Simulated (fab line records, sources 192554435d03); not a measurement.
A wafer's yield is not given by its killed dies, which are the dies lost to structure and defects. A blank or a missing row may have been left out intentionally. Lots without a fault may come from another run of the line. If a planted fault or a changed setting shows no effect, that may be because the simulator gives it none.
Matching of chambers | flow n5_finfet | N5_MIM_TOP_ETCH_STRIP_01 on rie_diel-06 has 4 sister chambers
The step strips in O2. 18 wafers are shown with their chamber, then 9 later ones without.

## WAFERS WITH THEIR CHAMBER
wafer  | chamber | drypump_motor_current_A (A) | showerhead_plenum_p_Torr (Torr) | throttle_valve_pct (%)
L074.1 | 3       | 5.3                         | 2.21                            | 16.68
L074.2 | 2       | 5.2                         | 2.05                            | 16.97
L074.3 | 1       | 5.9                         | 2.10                            | 16.07
L075.3 | 1       | 5.9                         | 2.10                            | 16.14
L075.4 | 0       | 5.8                         | 2.03                            | 16.67
L075.6 | 0       | 5.8                         | 2.04                            | 16.66
L078.2 | 0       | 5.8                         | 2.03                            | 16.69
L078.4 | 1       | 5.9                         | 2.10                            | 16.08
L078.5 | 0       | 5.8                         | 2.03                            | 16.67
L079.3 | 1       | 5.9                         | 2.10                            | 16.08
L079.4 | 2       | 5.2                         | 2.05                            | 16.97
L079.6 | 2       | 5.2                         | 2.05                            | 16.98
L081.1 | 0       | 5.7                         | 2.03                            | 16.67
L081.2 | 1       | 5.9                         | 2.10                            | 16.15
L081.5 | 0       | 5.8                         | 2.03                            | 16.70
L094.4 | 3       | 5.3                         | 2.19                            | 16.73
L094.5 | 3       | 5.3                         | 2.19                            | 16.72
L094.6 | 0       | 5.7                         | 2.02                            | 16.75

SIGNATURES (averages over the wafers above)
reading                  | chamber 0 | chamber 1 | chamber 2 | chamber 3 | scatter within a chamber
drypump_motor_current_A  | 5.771     | 5.900     | 5.200     | 5.300     | 0.0319
showerhead_plenum_p_Torr | 2.0300    | 2.1000    | 2.0500    | 2.1967    | 0.00577
throttle_valve_pct       | 16.6871   | 16.1040   | 16.9733   | 16.7100   | 0.0304
Rule: for a wafer and a chamber, the distance is found by dividing, reading by reading, the gap between the wafer's reading and the chamber's mean by the reading's scatter, squaring, summing and taking the root. If the next closest chamber is less than 2 further off than the closest, the wafer can't be placed; otherwise it belongs to the closest. The scatter is the square root of a quotient: the sum, over the shown wafers, of each reading's squared deviation from its chamber's mean, divided by wafers minus chambers.

## WAFERS MISSING THEIR CHAMBER
wafer  | drypump_motor_current_A (A) | showerhead_plenum_p_Torr (Torr) | throttle_valve_pct (%)
L096.1 | 5.2                         | 2.04                            | 16.59
L096.2 | 5.3                         | 2.19                            | 16.75
L096.4 | 5.9                         | 2.09                            | 16.20
L095.2 | 5.2                         | 2.04                            | 16.52
L095.4 | 5.8                         | 2.02                            | 16.80
L095.5 | 5.3                         | 2.19                            | 16.72
L097.4 | 5.9                         | 2.09                            | 16.16
L097.5 | 5.2                         | 2.04                            | 16.58
L097.6 | 5.9                         | 2.09                            | 16.22

## CHAMBER TAKEN BY EACH
wafer  | from the rows above | in truth
L096.1 | 2                   | 2
L096.2 | 3                   | 3
L096.4 | 1                   | 1
L095.2 | 2                   | 2
L095.4 | 0                   | 0
L095.5 | 3                   | 3
L097.4 | 1                   | 1
L097.5 | 2                   | 2
L097.6 | 1                   | 1
Placed correctly: 9 of 9. Number that these rows cannot place: 0. Placed wrongly: 0.
